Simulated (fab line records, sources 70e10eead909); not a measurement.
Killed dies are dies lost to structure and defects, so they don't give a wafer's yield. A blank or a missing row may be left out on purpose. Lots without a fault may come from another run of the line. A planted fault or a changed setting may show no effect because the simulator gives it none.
fab line records | flow nand_harc
record lots=5 wafers=15 last_day=33
route steps=1302 shown A_STAIRCASE@693 END@1302
lots that met no fault: from a run of the same line without faults
start_h: hours from the record's first day to the start of the lot's first wafer shown | wait_h: hours since the lot's step before | " the same as in the row above | L1.1+2: a row that stands for several wafers | - no value, or no start given | * or withheld: withheld | < > ~ a bound
route shown NAME@n: a module of which the file shows steps, and the number in the route of the first | usual: mean/standard deviation of fault-free wafers | same: alike in all rows | chamber/n: place in a boat | sites: the reading at each site | _std_site: their standard deviation | _edge_site: outer sites' mean less inner sites' | radius_mm: how far each site lies from the wafer's centre | mask NAME#n: copy n | behind: the tool/chamber that last shaped the wafer | hold: why the lot was held/for how many hours/how that ended | device: the transistor (n, p or np) that didn't switch | end of line: the same wafers' tests at the end of the route | a step without rows: its recipe alone | killed: dies lost to structure and defects at the first sort, not the wafer's yield | map: a wafer's dies, x killed, . not, _ none there
set.NAME: the setting as run; set.NAME@STEP: as run at that earlier step | model.NAME: the simulator's own value behind a step, which no gauge read
lots at some steps of the route; a table a step, a row a wafer
services: from which hour (start_h, from the record's first day; less than 0 if before it) a tool's chamber was out of use, for how many hours, and why
## steps
# step NHARC_A_STAIRCASE_SOFTBAKE_179
# recipe temp_c=135 time_s=170
# step NHARC_A_STAIRCASE_EBR_180
# step NHARC_A_STAIRCASE_EXPOSE_181
# recipe na=0.5 dose_mj=27.87 mask_id=STAIR_2
# step NHARC_A_STAIRCASE_PEB_182
# recipe peb_temp_c=115 peb_time_s=130
# step NHARC_A_STAIRCASE_DEVELOP_183
# recipe time_s=140
# step NHARC_A_STAIRCASE_HARDBAKE_185
# recipe temp_c=120 time_s=140
# step NHARC_A_STAIRCASE_DESCUM_186
# recipe time_s=3 o2_flow_sccm=200 ar_flow_sccm=0 bias_power_w=0 chemistry=O2
# usual drypump_motor_current_A=5.9/0.48 oes_product_au=0.999/0.011 rf_vpp_V=57.9/0.87 showerhead_plenum_p_Torr=1.93/0.096 throttle_valve_pct=11.311/0.0097
# same time_s=3
# columns lot.wafer tool chamber start_h wait_h drypump_motor_current_A oes_product_au rf_hours_counter_h rf_vpp_V showerhead_plenum_p_Torr throttle_valve_pct
L610.2 rie_diel-04 3 350.27 - 6.4 0.997 55 57.0 1.86 11.317
L610.1 " 0 " " 6.1 0.985 52 56.8 1.99 11.306
L610.3 " 1 " " 4.8 0.980 49 59.2 2.02 11.310
L613.2 rie_diel-04 0 392.26 - 6.1 0.983 7 57.6 1.98 11.295
L613.3 " 2 " " 6.0 1.016 5 58.9 2.08 11.320
L613.5 " 0 " " 6.1 0.991 - 57.5 1.98 11.305
L620.2 rie_diel-08 3 469.63 - 5.5 0.999 28 57.8 1.83 11.301
L620.6 " 0 " " 5.6 1.003 - 56.6 1.93 11.327
L620.4 " 3 " " 5.5 1.000 - 57.2 1.83 11.320
L628.3 rie_diel-04 1 553.04 - 4.8 0.994 6 58.6 2.00 11.307
L628.2 " 2 " " 6.0 1.009 6 58.0 2.06 11.312
L628.1 " 0 " " 6.0 0.971 6 59.0 1.96 11.312
L633.1 rie_diel-13 3 589.66 - 6.6 0.991 23 58.0 1.77 11.324
L633.3 " 0 " " 5.9 1.000 21 55.3 1.83 11.306
L633.6 " 3 " " 6.6 0.982 - 58.7 1.77 11.322
# step NHARC_A_STAIRCASE_TRIM_187
# recipe time_s=211.2 o2_flow_sccm=500 ar_flow_sccm=0 bias_w=0 chemistry=O2
# usual drypump_motor_current_A=5.9/0.49 oes_product_au=0.998/0.011 rf_vpp_V=57.9/0.88 showerhead_plenum_p_Torr=3.56/0.16 throttle_valve_pct=17.036/0.0086
# same time_s=211.2
# columns lot.wafer tool chamber start_h wait_h drypump_motor_current_A oes_product_au rf_hours_counter_h rf_vpp_V showerhead_plenum_p_Torr throttle_valve_pct
L610.3 rie_diel-04 2 350.36 0.1 6.0 1.018 46 57.4 3.27 17.021
L610.2 " 0 " " 6.0 0.992 52 57.6 3.65 17.034
L610.1 " 1 " " 4.8 0.986 49 57.7 3.71 17.034
L613.2 rie_diel-04 3 392.35 0.1 6.4 0.990 1 57.8 3.44 17.034
L613.3 " 1 " " 4.8 0.991 8 58.1 3.71 17.061
L613.5 " 3 " " 6.4 0.999 - 57.4 3.44 17.048
L620.2 rie_diel-08 1 469.73 0.1 5.9 1.010 24 56.7 3.48 17.030
L620.6 " 1 " " 5.9 1.008 - 58.3 3.48 17.037
L620.4 " 3 " " 5.5 0.997 - 57.5 3.38 17.033
L628.1 rie_diel-04 0 553.13 0.1 6.1 0.972 7 57.0 3.62 17.038
L628.2 " 1 " " 4.8 0.991 6 59.0 3.68 17.032
L628.3 " 3 " " 6.4 0.995 6 57.8 3.41 17.039
L633.3 rie_diel-13 3 589.91 0.2 6.6 0.988 23 58.6 3.29 17.052
L633.1 " 0 " " 5.9 0.988 21 57.6 3.38 17.033
L633.6 " 2 " " 5.9 1.023 - 58.4 3.51 17.026
# step NHARC_A_STAIRCASE_ETCH_188
# recipe target_depth_a=1000 time_s=40.5 ion_energy_ev=400 c4f8_flow_sccm=20 o2_flow_sccm=10 ar_flow_sccm=withheld rf_w=600 bias_w=1000 chemistry=C4F8/O2
# usual oes_product_au=0.940/0.013 rf_vpp_V=897/6
# same time_s=40.5
# columns lot.wafer tool chamber start_h wait_h oes_product_au rf_hours_counter_h rf_vpp_V
L610.2 rie_diel-04 2 - - 0.947 47 886
L610.3 " 0 " " 0.936 52 901
L610.1 " 1 " " 0.927 49 903
L613.2 rie_diel-04 2 - - 0.962 5 904
L613.3 " 0 " " 0.944 7 900
L613.5 " 2 " " 0.942 - 905
L620.2 rie_diel-08 0 - - 0.941 22 896
L620.4 " 1 " " 0.940 - 894
L620.6 " 0 " " 0.945 - 896
L628.1 rie_diel-04 0 - - 0.926 7 900
L628.3 " 1 " " 0.935 7 902
L628.2 " 2 " " 0.969 6 906
L633.1 rie_diel-13 0 - - 0.940 21 889
L633.3 " 1 " " 0.924 23 903
L633.6 " 2 " " 0.948 - 896
# step NHARC_A_STAIRCASE_TRIM_189
# recipe time_s=211.2 o2_flow_sccm=500 ar_flow_sccm=0 bias_w=0 chemistry=O2
# usual drypump_motor_current_A=5.8/0.51 oes_product_au=0.999/0.011 rf_vpp_V=57.8/1.1 showerhead_plenum_p_Torr=3.56/0.16 throttle_valve_pct=17.037/0.01
# same time_s=211.2
# columns lot.wafer tool chamber start_h wait_h drypump_motor_current_A oes_product_au rf_hours_counter_h rf_vpp_V showerhead_plenum_p_Torr throttle_valve_pct
L610.2 rie_diel-04 2 - - 6.1 1.024 47 56.5 3.27 17.046
L610.3 " 0 " " 6.1 1.013 52 59.4 3.65 17.022
L610.1 " 1 " " 4.8 0.996 49 58.5 3.71 17.037
L613.2 rie_diel-04 1 - - 4.8 0.993 8 59.8 3.71 17.030
L613.3 " 0 " " 6.1 0.978 8 57.8 3.65 17.053
L613.5 " 1 " " 4.8 0.991 - 58.0 3.71 17.043
L620.2 rie_diel-08 1 - - 5.9 1.007 25 57.3 3.48 17.022
L620.4 " 3 " " 5.5 1.002 - 58.7 3.38 17.045
L620.6 " 0 " " 5.6 1.002 - 59.8 3.55 17.041
L628.1 rie_diel-04 2 - - 6.0 1.019 6 58.7 3.78 17.027
L628.3 " 3 " " 6.4 1.000 7 56.9 3.41 17.026
L628.2 " 1 " " 4.8 0.980 7 57.7 3.68 17.037
L633.1 rie_diel-13 2 - - 5.9 1.024 25 56.8 3.51 17.036
L633.3 " 0 " " 5.9 1.005 21 56.1 3.38 17.032
L633.6 " 2 " " 5.9 1.018 - 57.4 3.51 17.031
# step NHARC_A_STAIRCASE_ETCH_190
# recipe target_depth_a=1000 time_s=40.5 ion_energy_ev=400 c4f8_flow_sccm=20 o2_flow_sccm=10 ar_flow_sccm=withheld rf_w=600 bias_w=1000 chemistry=C4F8/O2
# step NHARC_A_STAIRCASE_TRIM_191
# recipe time_s=211.2 o2_flow_sccm=500 ar_flow_sccm=0 bias_w=0 chemistry=O2
# usual drypump_motor_current_A=5.8/0.51 oes_product_au=0.999/0.011 rf_vpp_V=58.0/0.86 showerhead_plenum_p_Torr=3.57/0.16 throttle_valve_pct=17.036/0.0096
# same time_s=211.2
# columns lot.wafer tool chamber start_h wait_h drypump_motor_current_A oes_product_au rf_hours_counter_h rf_vpp_V showerhead_plenum_p_Torr throttle_valve_pct
L610.2 rie_diel-04 0 350.94 - 6.1 0.995 53 57.5 3.65 17.024
L610.3 " 1 " " 4.8 0.994 49 57.6 3.71 17.024
L610.1 " 2 " " 6.0 1.020 47 55.7 3.26 17.038
L613.3 rie_diel-04 1 392.80 - 4.8 0.993 8 58.1 3.71 17.030
L613.2 " 2 " " 6.0 1.019 5 57.3 3.81 17.043
L613.5 " 1 " " 4.8 0.997 - 58.7 3.71 17.031
L620.2 rie_diel-08 0 470.25 - 5.6 1.010 23 56.9 3.55 17.046
L620.4 " 0 " " 5.6 1.002 - 58.2 3.55 17.035
L620.6 " 3 " " 5.5 1.006 - 58.6 3.38 17.027
L628.1 rie_diel-04 0 553.59 - 6.1 1.170 7 57.5 3.62 17.044
L628.3 " 1 " " 4.8 0.992 7 59.0 3.68 17.045
L628.2 " 3 " " 6.4 0.993 7 57.9 3.41 17.042
L633.3 rie_diel-13 3 591.67 - 6.6 0.993 25 56.5 3.28 17.039
L633.1 " 2 " " 5.9 1.026 26 57.3 3.51 17.041
L633.6 " 2 " " 5.9 1.020 - 57.1 3.51 17.059
# step NHARC_A_STAIRCASE_ETCH_192
# recipe target_depth_a=1000 time_s=40.5 ion_energy_ev=400 c4f8_flow_sccm=20 o2_flow_sccm=10 ar_flow_sccm=withheld rf_w=600 bias_w=1000 chemistry=C4F8/O2
# usual oes_product_au=0.942/0.012 rf_vpp_V=897/5.8
# same time_s=40.5
# columns lot.wafer tool chamber start_h wait_h oes_product_au rf_hours_counter_h rf_vpp_V
L610.2 rie_diel-04 3 - - 0.954 56 892
L610.3 " 1 " " 0.925 50 904
L610.1 " 2 " " 0.959 47 886
L613.2 rie_diel-04 0 - - 0.928 8 900
L613.3 " 2 " " 0.947 5 905
L613.5 " 3 " " 0.937 - 893
L620.2 rie_diel-08 0 - - 0.942 23 896
L620.4 " 0 " " 0.959 - 898
L620.6 " 1 " " 0.945 - 895
L628.3 rie_diel-04 3 - - 0.953 7 892
L628.1 " 0 " " 0.927 7 899
L628.2 " 1 " " 0.933 7 900
L633.1 rie_diel-13 3 - - 0.941 25 886
L633.3 " 1 " " 0.935 25 903
L633.6 " 3 " " 0.942 - 888
# step NHARC_END_SORT_01
# recipe temp_c=25
# usual killed_at_array=55/20 killed_at_other=1.2/1.3 killed_at_periphery=4.0/3 killed_dies=60/21 killed_open=3.2/1.9 killed_short=2.5/1.6
# same gross_dies=677
# columns lot.wafer tool chamber start_h wait_h hold killed_at_array killed_at_other killed_at_periphery killed_dies killed_open killed_short
L610.1 prober-02 0 563.82 2.5 - 75 3 4 82 6 4
L610.2 prober-02 0 564.62 2.8 - 61 3 7 71 1 2
L610.3 prober-02 0 565.41 3.1 - 62 1 16 79 3 5
L613.2 prober-02 0 589.51 2.8 - 21 1 4 26 3 4
L613.3 prober-02 0 590.33 3.1 - 31 1 5 37 5 3
L613.5 prober-02 0 591.96 3.8 - 24 0 9 33 4 3
L620.2 prober-02 0 685.50 2.8 - 21 2 4 27 2 2
L620.4 prober-02 0 687.11 3.4 - 27 1 0 28 4 3
L620.6 prober-02 0 688.72 4.0 - 23 1 4 28 2 1
L628.1 prober-02 0 765.04 2.5 await_dispo/2.7h/release 620 4 10 634 3 2
L628.2 prober-02 0 765.84 2.8 await_dispo/2.7h/release 51 2 6 59 0 5
L628.3 prober-02 0 766.64 3.1 await_dispo/2.7h/release 46 3 8 57 3 1
L633.1 prober-01 0 788.33 2.5 - 22 2 3 27 4 6
L633.3 prober-01 0 789.91 3.1 - 21 2 1 24 3 4
L633.6 prober-01 0 792.28 4.0 - 17 0 1 18 3 2
# killed by level:class
L610.1 A_CHANNEL_HOLE_D2:chamber_film_flake=37 A_SLIT:chamber_film_flake=19 A_CONTACT:chamber_film_flake=5 THIN_TSV:chamber_film_flake=3 P_CONTACT:chamber_film_flake=2 P_M2:chamber_film_flake=2 A_CHANNEL_HOLE_D1:chamber_film_flake=2 A_CHANNEL_FILL_D1:geometric_particle:open=1
L610.2 A_CHANNEL_HOLE_D2:chamber_film_flake=30 A_SLIT:chamber_film_flake=19 A_STAIRCASE:chamber_film_flake=5 P_CONTACT:chamber_film_flake=4 A_DECK1_JOINT:chamber_film_flake=3 THIN_TSV:chamber_film_flake=3 P_M2:chamber_film_flake=2 A_CHANNEL_FILL_D1:geometric_particle:short=1
L610.3 A_CHANNEL_HOLE_D2:chamber_film_flake=29 A_SLIT:chamber_film_flake=23 P_CONTACT:chamber_film_flake=8 P_M2:chamber_film_flake=7 A_ONON_D1:geometric_particle:short=2 P_M0:geometric_particle:short=1 A_DECK1_JOINT:geometric_particle:open=1 A_CHANNEL_FILL_D2:geometric_particle:short=1
L613.2 A_CHANNEL_HOLE_D2:chamber_film_flake=10 P_M1:chamber_film_flake=3 A_M0:geometric_particle:open=2 A_SLIT:chamber_film_flake=2 A_CONTACT:chamber_film_flake=2 P_CONTACT:geometric_particle:short=1 A_ONON_D1:geometric_particle:short=1 A_ONON_D1:geometric_particle:open=1
L613.3 A_CHANNEL_HOLE_D2:chamber_film_flake=16 A_SLIT:chamber_film_flake=3 A_CHANNEL_FILL_D2:geometric_particle:short=2 P_GATE:chamber_film_flake=2 P_M1:chamber_film_flake=2 P_M0:geometric_particle:short=1 A_CHANNEL_FILL_D1:geometric_particle:open=1 A_DECK1_JOINT:geometric_particle:open=1
L613.5 A_CHANNEL_HOLE_D2:chamber_film_flake=8 A_CONTACT:chamber_film_flake=4 A_CHANNEL_FILL_D1:geometric_particle:open=3 P_M1:chamber_film_flake=3 A_CHANNEL_HOLE_D1:chamber_film_flake=3 P_GATE:chamber_film_flake=2 P_M0:chamber_film_flake=2 P_M0:geometric_particle:short=1
L620.2 A_CHANNEL_HOLE_D1:chamber_film_flake=7 A_CONTACT:chamber_film_flake=5 A_STAIRCASE:chamber_film_flake=3 P_STI:chamber_film_flake=2 A_CHANNEL_HOLE_D2:chamber_film_flake=2 THIN_TSV:chamber_film_flake=2 P_M2:geometric_particle:open=1 A_ONON_D1:geometric_particle:short=1
L620.4 A_CHANNEL_HOLE_D1:chamber_film_flake=9 A_CHANNEL_HOLE_D2:chamber_film_flake=4 A_STAIRCASE:chamber_film_flake=3 A_CONTACT:chamber_film_flake=2 A_CHANNEL_FILL_D1:geometric_particle:open=1 A_DECK1_JOINT:geometric_particle:open=1 A_CHANNEL_FILL_D2:geometric_particle:short=1 A_CHANNEL_FILL_D2:geometric_particle:open=1
L620.6 A_CHANNEL_HOLE_D1:chamber_film_flake=7 A_CHANNEL_HOLE_D2:chamber_film_flake=4 A_SLIT:chamber_film_flake=4 A_CONTACT:chamber_film_flake=3 A_STAIRCASE:chamber_film_flake=2 P_CONTACT:geometric_particle:open=1 A_WL_FILL:geometric_particle:short=1 A_M0:geometric_particle:open=1
L628.1 A_STAIRCASE:area_trim=556 A_SLIT:chamber_film_flake=35 A_CHANNEL_HOLE_D1:chamber_film_flake=11 P_ZERO_WELL:chamber_film_flake=6 A_CONTACT:chamber_film_flake=6 A_STAIRCASE:chamber_film_flake=4 A_WL_FILL:chamber_film_flake=3 P_M2:chamber_film_flake=2
L628.2 A_SLIT:chamber_film_flake=23 A_CHANNEL_HOLE_D1:chamber_film_flake=11 A_STAIRCASE:chamber_film_flake=5 P_M2:chamber_film_flake=4 A_CONTACT:chamber_film_flake=3 A_DECK1_JOINT:chamber_film_flake=2 HYBRID_BOND:chamber_film_flake=2 A_ONON_D1:geometric_particle:short=1
L628.3 A_SLIT:chamber_film_flake=26 A_CHANNEL_HOLE_D1:chamber_film_flake=9 A_CONTACT:chamber_film_flake=4 P_M2:chamber_film_flake=3 A_DECK1_JOINT:chamber_film_flake=3 HYBRID_BOND:chamber_film_flake=2 P_STI:geometric_particle:open=1 P_GATE:geometric_particle:open=1
L633.1 A_SLIT:chamber_film_flake=8 A_M1:chamber_film_flake=5 A_ONON_D1:geometric_particle:short=2 P_M0:geometric_particle:short=1 P_M0:geometric_particle:open=1 A_SOURCE_PLATE:geometric_particle:open=1 A_CHANNEL_FILL_D1:geometric_particle:open=1 A_DECK1_JOINT:geometric_particle:short=1
L633.3 A_SLIT:chamber_film_flake=8 A_M1:chamber_film_flake=5 A_CHANNEL_FILL_D2:geometric_particle:short=2 A_WL_FILL:geometric_particle:short=2 THIN_TSV:chamber_film_flake=2 P_M0:geometric_particle:open=1 A_WL_FILL:geometric_particle:open=1 A_M0:geometric_particle:open=1
L633.6 A_M1:chamber_film_flake=6 A_SLIT:chamber_film_flake=4 P_CONTACT:geometric_particle:open=1 A_ONON_D2:geometric_particle:short=1 A_ONON_D2:geometric_particle:open=1 A_CHANNEL_FILL_D2:geometric_particle:short=1 A_CHANNEL_FILL_D2:geometric_particle:open=1 A_CHANNEL_HOLE_D2:chamber_film_flake=1
# map L628.1 (x killed, . not)
____________.____________
_________..x.xxx_________
_______...xx..xx.x_______
______.x...xxxxxxxx______
_____...xxxxxxxxxxxx_____
____....xxxxxxxxxxxxx____
____...xxxxxxxxxxxxxx____
___x.xxxxxxxxxxxxxxxxx___
___.xxxxxxxxxxxxxxxxxx___
__.xx.xxxxxxxxxxxxxxxxx__
__..xxxxxxxxxxxxxxxxxxx__
_xx..xxxxxxxxxxxxxxxxxxx_
_..xxxxxxxxxxxxxxxxxxxxx_
_x.xxxxxxxxxxxxxxxxxxxxx_
_.xxxxxxxxxxxxxxxxxxxxxx_
_.xxxxxxxxxxxxxxxxxxxxxx_
.xxxxxxxxxxxxxxxxxxxxxxxx
x.xxxxxxxxxxxxxxxxxxxxxxx
xxxxxxxxxxxxxxxxxxxxxxxxx
.xxxxxxxxxxxxxxxxxxxxxxxx
xxxxxxxxxxxxxxxxxxxxxxxxx
_xxxxxxxxxxxxxxxxxxxxxxx_
_xxxxxxxxxxxxxxxxxxxxxxx_
_xxxxxxxxxxxxxxxxxxxxxxx_
_xxxxxxxxxxxxxxxxxxxxxxx_
_..xxxxxxxxxxxxxxxxxxxxx_
__x.xxxxxxxxxxxxxxxxxxx__
__xxxxxxxxxxxxxxxxxxxxx__
___xxxxxxxxxxxxxxxxxxx___
___xxxxxxxxxxxxxxxxxxx___
____xxxxxxxxxxxxxxxxx____
____xxxxxxxxxxxxxxxxx____
_____xxxxxxxxxxxxxxx_____
______xxxxxxxxxxxxx______
_______xxxxxxxxxxx_______
_________xxxxxxx_________
____________x____________
# map L613.3 (x killed, . not)
____________.____________
_________.x....._________
_______..........._______
______.x...........______
_____..............x_____
____.................____
____.................____
___...........x.......___
___..........xx....x..___
__..........xxxxx......__
__............x........__
_.......x....xx........._
_..........xx..xx......._
_..........xxx.........._
_...........x..........._
_...x..................._
..............x..........
......x..................
.x.........x....x........
x..............x.....x...
...................x.....
_x..........x..........._
_......................._
_......................._
_......................._
_......................._
__.....................__
__.....................__
___...................___
___...................___
____.................____
____.................____
_____......x........_____
______.............______
_______..........._______
_________......._________
____________.____________
## services
# columns tool chamber start_h hours kind
rie_diel-04 0 335.91 - clean
rie_diel-04 1 335.91 - clean
rie_diel-04 2 335.91 - clean
rie_diel-04 3 335.91 - clean
rie_diel-13 - 342.06 9.0 pm
rie_diel-04 - 356.45 9.0 pm
rie_diel-04 0 356.45 9.0 vent_cycle
rie_diel-04 1 356.45 9.0 vent_cycle
rie_diel-04 2 356.45 9.0 vent_cycle
rie_diel-04 3 356.45 9.0 vent_cycle
rie_diel-04 0 365.45 - clean
rie_diel-04 2 365.45 - clean
rie_diel-04 3 366.72 9.6 repair
rie_diel-08 - 368.13 9.0 pm
rie_diel-04 2 372.79 4.0 repair
rie_diel-04 3 380.24 6.1 repair
rie_diel-04 1 398.20 6.0 repair
rie_diel-08 2 464.98 26.5 repair
rie_diel-13 1 502.11 6.3 repair
rie_diel-13 3 503.17 2.0 repair
rie_diel-13 - 519.06 9.0 pm
rie_diel-04 - 533.45 9.0 pm
rie_diel-08 - 545.13 9.0 pm
rie_diel-13 0 590.19 16.5 repair
## key
first_sign step=NHARC_A_STAIRCASE_TRIM_191 reading=oes_product_au direction=up sigmas=15 usual=0.999 struck=1.170
effect step=NHARC_END_SORT_01 reading=killed_dies direction=up sigmas=28 usual=60 struck=634
more_kills_born_at NHARC_A_STAIRCASE_TRIM_191@rie_diel-04=556
met_at NHARC_A_STAIRCASE_TRIM_191
struck_wafers L628.1
later_rows_left_out L628.1
tester_left_out L628
onset_between 350.94 553.59
fault kind=process_parameter_drift tool=rie_diel-04 chamber=0 onset_h=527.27 steps=NHARC_A_STAIRCASE_TRIM_191 channel=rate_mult offset=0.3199 shape=step end_h=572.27
# tester_left_out: of these lots the tester's yield and bins aren't shown, on N5 and GAA mostly nor the transistor test; their killed dies are dies lost to structure and defects alone, not to doping, threshold or leakage, so they don't give the yield
# later_rows_left_out: the simulator's readings of these wafers behind a module that went badly wrong aren't trusted and aren't shown, but for the sort
